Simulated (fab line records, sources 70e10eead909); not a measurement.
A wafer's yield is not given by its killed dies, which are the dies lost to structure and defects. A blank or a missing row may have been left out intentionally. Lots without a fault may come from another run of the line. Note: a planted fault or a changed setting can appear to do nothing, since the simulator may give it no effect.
What tool caused it?    flow nandHarc    13 lots with 39 wafers sampled at 5 steps, on a route of 1302 steps

WHAT THE GAUGES SHOWED, per wafer
NHARC_END_SORT_01. Usual: defectLimitedYield 90.6 % (standard deviation 2.7); killedAtArray 59 (standard deviation 19); killedAtOther 0.6 (standard deviation 0.85); killedAtPeriphery 3.8 (standard deviation 2.5); killedDies 64 (standard deviation 19); killedOpen 3.3 (standard deviation 1.8); killedShort 2.2 (standard deviation 1.6).
lot   measured      on         defectLimitedYield (%)  killedAtArray  killedAtOther  killedAtPeriphery  killedDies   killedOpen  killedShort  flag
L463  day 24 13:50  prober-01  89.7 89.1 91.7          64 67 49       1 1 0          5 6 7              70 74 56     4 4 6       0 0 2        
L466  day 26 07:30  prober-01  86.9 87.9 89.8          89 78 68       0 0 0          0 4 1              89 82 69     1 3 0       5 4 2        
L467  day 26 17:01  prober-01  88.3 88.8 88.8          72 74 67       0 0 0          7 2 9              79 76 76     3 2 8       3 2 2        
L468  day 26 05:54  prober-02  90.8 90.3 92.6          59 64 48       0 0 0          3 2 2              62 66 50     6 6 5       4 1 1        
L472  day 29 09:41  prober-01  88.0 87.9 90.7          73 77 61       2 0 1          6 5 1              81 82 63     4 3 3       5 4 1        
L476  day 30 11:58  prober-02  0 0 0                   41 39 32       0 0 0          636 638 645        677 677 677  3 2 1       2 1 2        OFF
L477  day 30 05:54  prober-01  0 0 0                   68 75 70       0 0 1          609 602 606        677 677 677  3 1 3       0 2 6        OFF
L478  day 31 16:59  prober-02  0 0 0                   60 58 55       0 0 1          617 619 621        677 677 677  1 7 3       3 3 2        OFF
L481  day 32 20:58  prober-02  95.9 96.0 94.5          25 24 31       0 1 0          3 2 6              28 27 37     4 4 7       0 1 3        
L482  day 33 12:43  prober-01  92.5 90.8 92.6          46 60 47       1 0 0          4 2 3              51 62 50     1 3 4       1 2 3        
L483  day 33 06:34  prober-01  91.6 89.8 90.5          51 63 60       2 0 2          4 6 2              57 69 64     4 2 2       1 3 3        
L484  day 33 04:46  prober-02  93.4 91.9 92.0          40 51 52       1 2 0          4 2 2              45 55 54     3 3 5       3 2 2        
L485  day 33 12:42  prober-02  88.9 90.1 88.2          62 55 73       0 0 1          13 12 6            75 67 80     6 1 6       1 7 1        

EACH LOT AND THE TOOL THAT RAN IT (in order: tool; ch and the chambers of the sampled wafers; start)
lot   NHARC_P_M0_ANNEAL_30             NHARC_P_M1_ETCH_28                            NHARC_P_M1_PVD_21            NHARC_P_M1_PRE_CLEAN_32
L463  rtpAnneal-01 ch 0, day 6 10:59   rieDiel-02 ch 1,3, day 6 14:37 or earlier     pvdSputter-01, day 6 14:37   pecvd-04 ch 1,2, day 6 16:01
L466  rtpAnneal-01 ch 0, day 7 13:46   rieDiel-06 ch 2,3, day 7 17:18 or earlier     pvdSputter-01, day 7 17:18   pecvd-04 ch 0,2, day 7 18:41
L467  rtpAnneal-02 ch 0, day 8 03:16   rieDiel-02 ch 1,2,3, day 8 06:55 or earlier   pvdSputter-03, day 8 06:55   pecvd-04 ch 0,1, day 8 08:19
L468  rtpAnneal-01 ch 0, day 8 17:58   rieDiel-06 ch 1,2,3, day 8 21:28 or earlier   pvdSputter-02, day 8 21:28   pecvd-04 ch 0,2, day 8 22:50
L472  rtpAnneal-01 ch 0, day 10 18:36  rieDiel-06 ch 0,1,3, day 10 22:16 or earlier  pvdSputter-02, day 10 22:16  pecvd-01 ch 0,1,2, day 10 23:39
L476  rtpAnneal-02 ch 0, day 12 03:13  rieDiel-02 ch 0,1, day 12 06:57 or earlier    pvdSputter-02, day 12 06:57  pecvd-03 ch 0,2, day 12 08:20
L477  rtpAnneal-02 ch 0, day 12 12:54  rieDiel-06 ch 0,1,3, day 12 16:49 or earlier  pvdSputter-01, day 12 16:49  pecvd-03 ch 0,2, day 12 18:59
L478  rtpAnneal-01 ch 0, day 13 00:58  rieDiel-10 ch 0,3, day 13 04:27 or earlier    pvdSputter-03, day 13 04:27  pecvd-03 ch 0,1,2, day 13 05:54
L481  rtpAnneal-01 ch 0, day 13 22:35  rieDiel-02 ch 1,3, day 14 01:47               pvdSputter-01, day 14 02:27  pecvd-04 ch 1,2, day 14 03:50
L482  rtpAnneal-01 ch 0, day 14 14:34  rieDiel-10 ch 0,2,3, day 14 18:14 or earlier  pvdSputter-02, day 14 18:14  pecvd-01 ch 0,1, day 14 19:38
L483  rtpAnneal-01 ch 0, day 14 18:11  rieDiel-06 ch 0,1,2, day 14 21:49 or earlier  pvdSputter-02, day 14 21:49  pecvd-01 ch 0,1,2, day 14 23:13
L484  rtpAnneal-01 ch 0, day 15 06:49  rieDiel-02 ch 0,1,2, day 15 10:27 or earlier  pvdSputter-02, day 15 10:27  pecvd-03 ch 0,1, day 15 12:10
L485  rtpAnneal-02 ch 0, day 15 16:47  rieDiel-10 ch 0,3, day 15 20:27 or earlier    pvdSputter-02, day 15 20:27  pecvd-04 ch 0,1,2, day 15 21:52
- NHARC_P_M0_ANNEAL_30: time 90 s.
- NHARC_P_M1_ETCH_28: etches the open film in CF4/N2, target depth 30 nm, time 72.99 s.
- NHARC_P_M1_PVD_21: deposits Cu, target thk 30 nm, time 20.49 s.
- NHARC_P_M1_PRE_CLEAN_32: time 12 s.

WHAT THE TOOLS THEMSELVES READ (means of the sampled wafers that have a number; where no wafer has one, the mark that the record gives instead)
NHARC_P_M0_ANNEAL_30. Usual: 225.94 for wafer_temp_C_max, sd 0.28.
lot   tool          wafer_temp_C_max  flag
L463  rtpAnneal-01  225.96            
L466  rtpAnneal-01  225.91            
L467  rtpAnneal-02  225.98            
L468  rtpAnneal-01  226.10            
L472  rtpAnneal-01  225.65            
L476  rtpAnneal-02  225.73            
L477  rtpAnneal-02  225.84            
L478  rtpAnneal-01  225.98            
L481  rtpAnneal-01  226.35            
L482  rtpAnneal-01  226.31            
L483  rtpAnneal-01  226.20            
L484  rtpAnneal-01  226.39            
L485  rtpAnneal-02  225.90            

NHARC_P_M1_ETCH_28. Usual: drypumpMotorCurrentA 5.6 A, standard deviation 0.3; oesProductAu 1.000 a.u., standard deviation 0.0078; rfVppV 314.7 V, standard deviation 2.4; showerheadPlenumPTorr 2.66 Torr, standard deviation 0.14; throttleValvePct 19.793 %, standard deviation 0.0083.
lot   tool        drypumpMotorCurrentA (A)  oesProductAu (a.u.)  rfVppV (V)  showerheadPlenumPTorr (Torr)  throttleValvePct (%)  flag
L463  rieDiel-02  5.7                       0.986                313.8       2.60                          19.791                
L466  rieDiel-06  5.7                       1.010                313.8       2.61                          19.795                
L467  rieDiel-02  6.0                       0.988                315.0       2.68                          19.791                
L468  rieDiel-06  5.6                       0.999                313.4       2.60                          19.799                
L472  rieDiel-06  5.5                       1.004                313.3       2.59                          19.791                
L476  rieDiel-02  5.6                       0.993                316.3       2.73                          19.801                
L477  rieDiel-06  5.5                       1.002                313.4       2.59                          19.789                
L478  rieDiel-10  5.5                       1.019                313.1       2.61                          19.789                
L481  rieDiel-02  5.7                       1.001                313.1       2.58                          19.789                
L482  rieDiel-10  5.5                       1.006                315.1       2.69                          19.783                
L483  rieDiel-06  5.5                       0.994                314.8       2.70                          19.797                
L484  rieDiel-02  6.0                       0.993                315.2       2.69                          19.791                
L485  rieDiel-10  5.5                       1.004                314.5       2.61                          19.791                

NHARC_P_M1_PVD_21. Usual: cathodeDcPowerW 5000.1 W, standard deviation 0.86; chamberPressurePa 5.000 Pa, standard deviation 0.0091; throttleValvePct 30.2 %, standard deviation 0.73.
lot   tool           cathodeDcPowerW (W)  chamberPressurePa (Pa)  throttleValvePct (%)  flag
L463  pvdSputter-01  5000.2               5.007                   30.6                  
L466  pvdSputter-01  5000.3               5.003                   29.8                  
L467  pvdSputter-03  5000.0               5.006                   29.4                  
L468  pvdSputter-02  5000.0               5.001                   30.4                  
L472  pvdSputter-02  4999.8               5.005                   30.7                  
L476  pvdSputter-02  -                    -                       -                     OFF
L477  pvdSputter-01  -                    -                       -                     OFF
L478  pvdSputter-03  -                    -                       -                     OFF
L481  pvdSputter-01  5000.3               5.000                   29.7                  
L482  pvdSputter-02  4999.2               5.003                   31.1                  
L483  pvdSputter-02  5000.4               4.998                   30.6                  
L484  pvdSputter-02  4999.7               4.999                   30.1                  
L485  pvdSputter-02  5000.6               4.991                   30.9                  

NHARC_P_M1_PRE_CLEAN_32. Usual: 619 W for heaterPowerW, sd 89.
lot   tool      heaterPowerW (W)  flag
L463  pecvd-04  729               
L466  pecvd-04  610               
L467  pecvd-04  596               
L468  pecvd-04  596               
L472  pecvd-01  594               
L476  pecvd-03  584               
L477  pecvd-03  546               
L478  pecvd-03  538               
L481  pecvd-04  687               
L482  pecvd-01  710               
L483  pecvd-01  635               
L484  pecvd-03  655               
L485  pecvd-04  676               

THE ANSWER, worked out from the rows above alone
Rule: take the mean of a lot's wafers that have a number; if it is more than 3 standard deviations from the usual mean, the lot is off. Also off: a lot with no number at a reading for which 4 or more lots have one. Where the step has rows for the other lots, those lots are counted as sound. Order of review: gauges by route order, followed by the tools' own readings, for which a lot's mean as printed above is used. At the first step where some lot is off, the reading lying furthest off is the one used; lots without a number count as furthest.
Off, at NHARC_END_SORT_01 on killedAtPeriphery: L476, L477, L478.
A tool fits if, at a process step before that reading, it ran every lot that is off, and no sound lot after the first of them. The gauges at NHARC_END_SORT_01 aren't tried: what is off there is off at NHARC_P_M1_PVD_21 too, on other tools, and a gauge's error can't cause that. NHARC_P_M1_ETCH_28: start missing for some lots; hours and lot order therefore follow NHARC_P_M1_PVD_21. Not one of the candidates tried fits.

WHAT WAS PUT IN BY THE SIMULATOR
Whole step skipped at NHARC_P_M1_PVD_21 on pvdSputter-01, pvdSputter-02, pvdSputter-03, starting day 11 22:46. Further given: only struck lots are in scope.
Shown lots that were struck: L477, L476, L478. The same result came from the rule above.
